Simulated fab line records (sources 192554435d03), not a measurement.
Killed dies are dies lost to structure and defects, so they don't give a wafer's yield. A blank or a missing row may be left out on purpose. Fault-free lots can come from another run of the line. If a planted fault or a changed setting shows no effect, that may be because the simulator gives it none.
What tool caused it? -- flow n5 finfet -- 30 wafers sampled from 10 lots at 1 step of a route of 1938

== WHAT THE GAUGES SHOWED, per wafer ==
N5_DUMMY_GATE_CD_MEAS_50: target cd 14 nm.
lot,measured,on,cd nm (nm)
L075,day 3 06:39,cd sem-03,14.31 13.99 13.86
L078,day 4 03:08,cd sem-03,13.94 14.39 14.55
L080,day 4 11:25,cd sem-02,13.76 14.06 14.03
L082,day 5 00:35,cd sem-03,14.31 14.43 13.85
L084,day 5 12:04,cd sem-01,14.09 14.48 14.26
L086,day 6 02:46,cd sem-03,14.38 14.18 14.30
L089,day 6 15:44,cd sem-03,13.84 13.74 13.58
L091,day 7 05:43,cd sem-03,14.44 14.48 13.95
L093,day 7 22:31,cd sem-02,13.78 13.94 13.88
L095,day 8 07:37,cd sem-03,13.94 13.93 13.92

== TOOL THAT RAN EACH LOT (tool first, then ch and the chambers of the sampled wafers, then the start) ==
Before these readings, the record contains no process step.

== THE ANSWER, worked out from the rows above alone ==
Rule: usual is defined by the lots themselves. Put in order of their means at a reading, lots are off if they are a third of the lots or fewer, leave a main group of 4 or more, and stand apart from it by a gap of 3 or more times the standard deviation of the main group's means; of several such gaps the widest counts. Not used: any main group whose means are identical at the precision the tables above print for the reading. A lot without any number at a reading at which 4 lots or more have one is off too. All remaining lots with rows at the step are treated as sound.
No lot is off at any reading shown: from this, nothing can be told.

== WHAT HAD BEEN PUT IN BY THE SIMULATOR ==
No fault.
